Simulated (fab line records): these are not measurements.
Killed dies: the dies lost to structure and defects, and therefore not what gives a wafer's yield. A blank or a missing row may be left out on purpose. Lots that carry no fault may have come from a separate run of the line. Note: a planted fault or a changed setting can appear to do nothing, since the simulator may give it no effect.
fab line records	flow n5-finfet
[record] lots = 6	wafers = 18	last-day = 18
route steps=1938 shown BEOL_M5@1188 BEOL_M6@1194
lots untouched by any fault: they come from a run of this same line in which no faults occurred
start-h: hours from the record's opening day to when the first of the lot's shown wafers began	wait-h: hours since the lot's step before	" repeats the value in the row above	L1.1+2: a single row standing in for several wafers	- no value present, or no start provided	* or withheld: withheld	< > ~ a bound
route shown NAME@n: a module of which the file shows steps, and the number in the route of the first	usual: average and standard deviation across the fault-free wafers	same: alike in all rows	chamber/n: place in a boat	sites: the reading at each site	_std_site: standard deviation across them	_edge_site: inner sites' mean taken away from outer sites' mean	radius-mm: how far each site lies from the wafer's centre	mask NAME#n: copy n	behind: the last tool/chamber to shape the wafer	hold: reason for holding the lot/hours on hold/outcome of the hold	device: names the non-switching transistor (n, p or np)	end of line: the route-end tests of the same wafers	step lacking rows: just its recipe	killed: at the first sort, the dies lost to defects and structure; wafer yield is something else	map: dies across one wafer; x = killed, . = not, _ = none there
set.NAME: the run value of the setting; set.NAME@STEP: its run value at that earlier step	model.NAME: the simulator's own value behind a step, which no gauge read
lots seen at some steps along the route; tables by step, rows by wafer
services: the hour from which a tool's chamber was out of use, counted from the record's first day as start-h (under 0 if before that day), plus the number of hours and why
[[steps]]
[step N5_BEOL_M5_PRE_CLEAN_77]
[recipe] gas = NH3/H2	time-s = 15	temp-c = *	rf-power-w = 300
[usual] heater-power-w = 90/12
[same] time-s = 15
lot.wafer	tool	chamber	start-h	wait-h	heater-power-w	since-wet-clean-h
L161.1	cvd-co-02	0	206.57	0.0	91	748
L161.2	"	1	"	"	99	1185
L161.3	"	2	"	"	84	289
L165.1	cvd-co-01	1	227.47	0.0	85	91
L165.2	"	0	"	"	71	987
L165.4	"	0	"	"	72	-
L168.2	cvd-co-01	2	250.74	0.0	107	551
L168.4	"	0	"	"	71	-
L168.5	"	1	"	"	86	-
L177.2	cvd-co-01	2	299.81	0.0	109	600
L177.5	"	0	"	"	71	-
L177.6	"	2	"	"	109	-
L178.2	cvd-co-01	1	304.89	0.1	84	168
L178.3	"	2	"	"	110	606
L178.4	"	2	"	"	111	-
L181.3	cvd-co-02	0	329.84	0.0	93	871
L181.5	"	0	"	"	97	-
L181.6	"	2	"	"	84	-
[step N5_BEOL_M5_CO_CAP_78]
[recipe] material = Co	target-thk-a = 20	temp-c = 200	precursor = CCTBA/H2	pressure-torr = 30	time-s = 102.1
[usual] chamber-pressure-Torr = 29.99/0.069	heater-power-w = 243/15
[same] time-s = 102.1
lot.wafer	tool	chamber	start-h	wait-h	chamber-pressure-Torr	heater-power-w	since-wet-clean-h
L161.1	cvd-co-02	0	206.61	0.0	30.01	243	748
L161.2	"	1	"	"	29.82	252	1185
L161.3	"	2	"	"	30.03	239	289
L165.1	cvd-co-01	1	227.51	0.0	29.99	234	91
L165.2	"	0	"	"	29.88	219	988
L165.4	"	0	"	"	29.99	216	-
L168.2	cvd-co-01	2	250.78	0.0	30.05	268	551
L168.4	"	0	"	"	30.02	220	-
L168.5	"	1	"	"	29.99	232	-
L177.2	cvd-co-01	2	299.85	0.0	29.91	263	601
L177.5	"	0	"	"	30.00	215	-
L177.6	"	2	"	"	29.92	261	-
L178.2	cvd-co-01	1	304.93	0.0	30.04	239	168
L178.3	"	2	"	"	30.09	266	606
L178.4	"	2	"	"	30.02	265	-
L181.3	cvd-co-02	0	329.88	0.0	30.08	243	871
L181.5	"	0	"	"	29.98	249	-
L181.6	"	2	"	"	29.92	233	-
[step N5_BEOL_M5_PRE_CLEAN_55]
[recipe] gas = NH3	time-s = 15	temp-c = withheld	rf-power-w = 300
[step N5_BEOL_M5_DEP_56]
[recipe] material = SiCN	target-thk-a = 80	temp-c = withheld	precursor = 3MS/NH3	pressure-torr = 3	rf-w = 202	time-s = 14
[usual] chamber-pressure-Torr = 3.000/0.0058	showerhead-plenum-p-Torr = 3.665/0.013	throttle-valve-pct = 9.0/0.48
[same] time-s = 14
lot.wafer	tool	chamber	start-h	wait-h	chamber-pressure-Torr	showerhead-plenum-p-Torr	since-wet-clean-h	throttle-valve-pct
L161.1	pecvd-02	0	206.74	0.0	2.995	3.666	729	8.9
L161.2	"	1	"	"	3.000	3.667	1454	9.3
L161.3	"	0	"	"	2.998	3.659	-	9.2
L165.1	pecvd-03	0	227.63	0.0	3.002	3.676	932	8.7
L165.2	"	1	"	"	2.999	3.684	1657	9.0
L165.4	"	0	"	"	3.001	3.682	-	8.6
L168.2	pecvd-03	1	250.90	0.0	2.993	3.692	1680	9.1
L168.4	"	0	"	"	3.004	3.677	-	8.7
L168.5	"	1	"	"	2.999	3.694	-	8.7
L177.2	pecvd-01	0	299.96	0.0	2.992	3.660	1185	9.8
L177.5	"	1	"	"	3.000	3.649	-	8.8
L177.6	"	0	"	"	3.002	3.655	-	10.0
L178.2	pecvd-02	1	305.04	0.0	3.015	3.668	1553	9.3
L178.3	"	2	"	"	3.006	3.643	74	8.6
L178.4	"	2	"	"	3.000	3.634	-	8.6
L181.3	pecvd-03	0	330.00	0.0	3.006	3.670	1034	8.6
L181.5	"	1	"	"	2.995	3.690	-	9.0
L181.6	"	0	"	"	2.999	3.673	-	8.9
[step N5_BEOL_M5_RS_MEAS_57]
[recipe] thk-meas-gauge = four-point-probe	reads = Co_of_BEOL_M5_CO_CAP_78+Cu_of_BEOL_M5_ECD_50+Co_of_BEOL_M5_CVD_47+TaN_of_BEOL_M5_ALD_86
[usual] M5_RS = 0.387/0.0096
lot.wafer	tool	chamber	start-h	wait-h	M5_RS[ohm/sq]
L161.1	film-metro-02	-	206.82	0.1	0.384
L161.2	"	-	"	"	0.379
L161.3	"	-	"	"	0.371
L165.1	film-metro-01	-	227.69	0.0	0.398
L165.2	"	-	"	"	0.393
L165.4	"	-	"	"	0.387
L168.2	film-metro-02	-	250.97	0.1	0.378
L168.4	"	-	"	"	0.394
L168.5	"	-	"	"	0.376
L177.2	film-metro-01	-	300.03	0.1	0.387
L177.5	"	-	"	"	0.380
L177.6	"	-	"	"	0.394
L178.2	film-metro-02	-	305.11	0.1	0.393
L178.3	"	-	"	"	0.381
L178.4	"	-	"	"	0.390
L181.3	film-metro-01	-	330.07	0.1	0.388
L181.5	"	-	"	"	0.385
L181.6	"	-	"	"	0.391
[step N5_BEOL_M5_INSPECT_58]
[recipe] inspect-instrument = darkfield	mode = post-dep
[usual] raw-defect-count = 73/22
lot.wafer	tool	chamber	start-h	wait-h	raw-defect-count
L161.1	defect-inspect-02	-	206.85	0.0	69
L161.2	"	-	"	"	63
L161.3	"	-	"	"	66
L165.1	defect-inspect-01	-	227.72	0.0	136
L165.2	"	-	"	"	107
L165.4	"	-	"	"	73
L168.2	defect-inspect-01	-	250.99	0.0	62
L168.4	"	-	"	"	76
L168.5	"	-	"	"	104
L177.2	defect-inspect-02	-	300.06	0.0	87
L177.5	"	-	"	"	116
L177.6	"	-	"	"	99
L178.2	defect-inspect-01	-	305.14	0.0	64
L178.3	"	-	"	"	53
L178.4	"	-	"	"	72
L181.3	defect-inspect-02	-	330.10	0.0	73
L181.5	"	-	"	"	147
L181.6	"	-	"	"	54
[step N5_BEOL_M6_ILD_DEP_00]
[recipe] material = SiCOH_lowk	target-thk-a = 1797.5	temp-c = 300	precursor = DEMS/porogen	pressure-torr = 5	rf-w = 500	time-s = 33.4
[step N5_BEOL_M6_CURE_74]
[recipe] temp-c = 385	time-s = 240	ambient = He/Ar	material = SiCOH_lowk
[step N5_BEOL_M6_THK_MEAS_01]
[recipe] reads = SiCOH_lowk_of_BEOL_M6_ILD_DEP_00
[usual] M6_ILD_THK = 155.2/2
lot.wafer	tool	chamber	start-h	wait-h	M6_ILD_THK[nm]
L161.1	film-metro-01	-	207.46	0.4	153.9
L161.2	"	-	"	"	155.4
L161.3	"	-	"	"	155.7
L165.1	film-metro-02	-	228.36	0.4	156.5
L165.2	"	-	"	"	153.4
L165.4	"	-	"	"	157.8
L168.2	film-metro-01	-	252.09	0.7	155.9
L168.4	"	-	"	"	158.0
L168.5	"	-	"	"	159.1
L177.2	film-metro-01	-	300.71	0.4	151.2
L177.5	"	-	"	"	154.4
L177.6	"	-	"	"	153.9
L178.2	film-metro-02	-	305.75	0.4	153.5
L178.3	"	-	"	"	151.7
L178.4	"	-	"	"	156.5
L181.3	film-metro-01	-	331.06	0.3	157.7
L181.5	"	-	"	"	160.1
L181.6	"	-	"	"	159.1
[step N5_BEOL_M6_PECVD_70]
[recipe] material = SiO2	target-thk-a = 200	temp-c = 400	precursor = TEOS/O2	pressure-torr = 5.5	rf-w = 450	teos-flow-sccm = 53.8	gas = O2	flow-sccm = 3000	time-s = 22.7
[usual] chamber-pressure-Torr = 5.499/0.01	heater-power-w = 733/89	showerhead-plenum-p-Torr = 8.76/0.054	throttle-valve-pct = 22.5/1.1
[same] time-s = 22.7
lot.wafer	tool	chamber	start-h	wait-h	chamber-pressure-Torr	heater-power-w	showerhead-plenum-p-Torr	since-wet-clean-h	throttle-valve-pct
L161.1	pecvd-04	1	207.50	0.0	5.498	625	8.81	1999	21.5
L161.2	"	0	"	"	5.486	815	8.78	1274	24.2
L161.3	"	2	"	"	5.501	693	8.82	514	21.0
L165.1	pecvd-01	1	228.39	0.0	5.499	628	8.67	1839	21.5
L165.2	"	2	"	"	5.498	690	8.83	605	22.0
L165.4	"	0	"	"	5.498	790	8.74	-	24.3
L168.2	pecvd-04	0	252.12	0.0	5.506	825	8.78	1319	24.3
L168.4	"	0	"	"	5.483	821	8.81	-	24.3
L168.5	"	2	"	"	5.487	696	8.81	-	21.3
L177.2	pecvd-02	0	300.75	0.0	5.507	616	8.77	823	22.6
L177.5	"	1	"	"	5.503	732	8.77	-	22.7
L177.6	"	2	"	"	5.504	903	8.65	-	21.3
L178.2	pecvd-01	2	305.79	0.0	5.504	749	8.81	682	22.2
L178.3	"	0	"	"	5.507	854	8.72	1191	24.1
L178.4	"	0	"	"	5.523	672	8.74	-	24.2
L181.3	pecvd-01	2	331.10	0.0	5.487	716	8.82	707	22.3
L181.5	"	2	"	"	5.504	711	8.85	-	22.2
L181.6	"	1	"	"	5.510	654	8.71	-	21.9
[step N5_BEOL_M6_HM_DEP_02]
[recipe] material = TiN	target-thk-a = 200	temp-c = 25	chamber-pressure-pa = 0.49996
[usual] throttle-valve-pct = 30.4/0.43
lot.wafer	tool	chamber	start-h	wait-h	throttle-valve-pct
L161.1	pvd-sputter-03	-	207.74	0.2	30.2
L161.2	"	-	"	"	30.6
L161.3	"	-	"	"	30.0
L165.1	pvd-sputter-01	-	228.52	0.1	30.2
L165.2	"	-	"	"	30.5
L165.4	"	-	"	"	30.8
L168.2	pvd-sputter-02	-	252.76	0.6	31.0
L168.4	"	-	"	"	30.4
L168.5	"	-	"	"	31.0
L177.2	pvd-sputter-03	-	303.04	2.3	30.2
L177.5	"	-	"	"	30.1
L177.6	"	-	"	"	30.2
L178.2	pvd-sputter-02	-	306.58	0.8	30.6
L178.3	"	-	"	"	30.6
L178.4	"	-	"	"	30.9
L181.3	pvd-sputter-02	-	332.25	1.1	31.0
L181.5	"	-	"	"	30.5
L181.6	"	-	"	"	31.1
[step N5_BEOL_M6_COAT_59]
[recipe] resist = SOC	temp-c = 250	time-s = 60	spin-rpm = 1500	resist-thk-nm = 100
[step N5_BEOL_M6_COAT_60]
[recipe] resist = SiARC	temp-c = 220	time-s = 60	spin-rpm = 1500	resist-thk-nm = 35
[usual] exhaust-pa = 44.8/0.9	heater-power-total-W = 427.5/2.1	plate-temp-C = 220.04/0.15
[same] time-s = 60
lot.wafer	tool	chamber	start-h	wait-h	exhaust-pa	heater-power-total-W	plate-temp-C
L161.1	litho-track-05	0	207.86	-	45.7	424.6	219.88
L161.2	"	0	"	"	46.6	431.0	219.99
L161.3	"	0	"	"	44.8	426.6	219.91
L165.1	litho-track-01	0	228.65	-	45.2	411.5	214.44
L165.2	"	0	"	"	45.7	415.8	214.49
L165.4	"	0	"	"	44.4	417.3	214.63
L168.2	litho-track-01	0	252.89	-	45.9	411.6	214.96
L168.4	"	0	"	"	45.6	415.6	214.48
L168.5	"	0	"	"	45.9	416.4	214.58
L177.2	litho-track-05	0	303.17	-	44.6	430.4	220.06
L177.5	"	0	"	"	44.9	426.9	220.26
L177.6	"	0	"	"	45.1	426.9	220.16
L178.2	litho-track-02	0	306.71	-	45.8	426.4	220.01
L178.3	"	0	"	"	45.5	427.1	219.99
L178.4	"	0	"	"	42.7	429.4	220.23
L181.3	litho-track-01	0	332.38	-	44.5	424.5	220.10
L181.5	"	0	"	"	44.6	429.9	219.85
L181.6	"	0	"	"	44.7	428.6	220.08
[step N5_BEOL_M6_COAT_05]
[recipe] resist = CAR-ArF	spin-rpm = 1500	resist-thk-nm = 90
[[services]]
tool	chamber	start-h	hours	kind
pecvd-03	1	194.71	2.1	scheduled-down
pecvd-02	2	202.40	-	clean
pecvd-02	2	202.40	-	consumable-replace:showerhead
pecvd-02	2	202.40	29.0	scheduled-down
pecvd-02	2	202.40	29.0	vent-cycle
pecvd-03	0	229.88	2.1	scheduled-down
cvd-co-02	-	231.43	0.3	repair
pecvd-01	2	244.65	5.5	scheduled-down
litho-track-02	-	247.41	-	consumable-replace:filter
pecvd-01	-	256.49	0.9	repair
pecvd-03	2	257.80	5.5	scheduled-down
pecvd-01	0	266.89	2.1	scheduled-down
cvd-co-02	2	286.37	40.8	repair
pecvd-04	0	295.56	5.0	scheduled-down
pecvd-02	-	310.09	0.5	repair
pvd-sputter-03	-	316.18	2.9	repair
pecvd-02	2	321.45	2.1	scheduled-down
pecvd-03	2	323.59	2.1	scheduled-down
pecvd-02	-	326.05	14.6	pm
litho-track-01	-	328.35	-	consumable-replace:filter
[[key]]
[first-sign] step = N5_BEOL_M6_COAT_60	reading = plate-temp-C	direction = down	sigmas = 37	usual = *	struck = *
[effect] step = N5_BEOL_M6_COAT_60	reading = heater-power-total-W	direction = down	sigmas = 6	usual = *	struck = *
met-at N5_BEOL_M6_COAT_60
struck-wafers L165.1,L165.2,L165.4,L168.2,L168.4,L168.5
[fault] kind = process-parameter-drift	tool = litho-track-01	chamber = -	onset-h = 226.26	steps = N5_BEOL_M6_COAT_60	channel = temp-c	offset = *	shape = step	end-h = 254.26	acts-in = *	stated = *
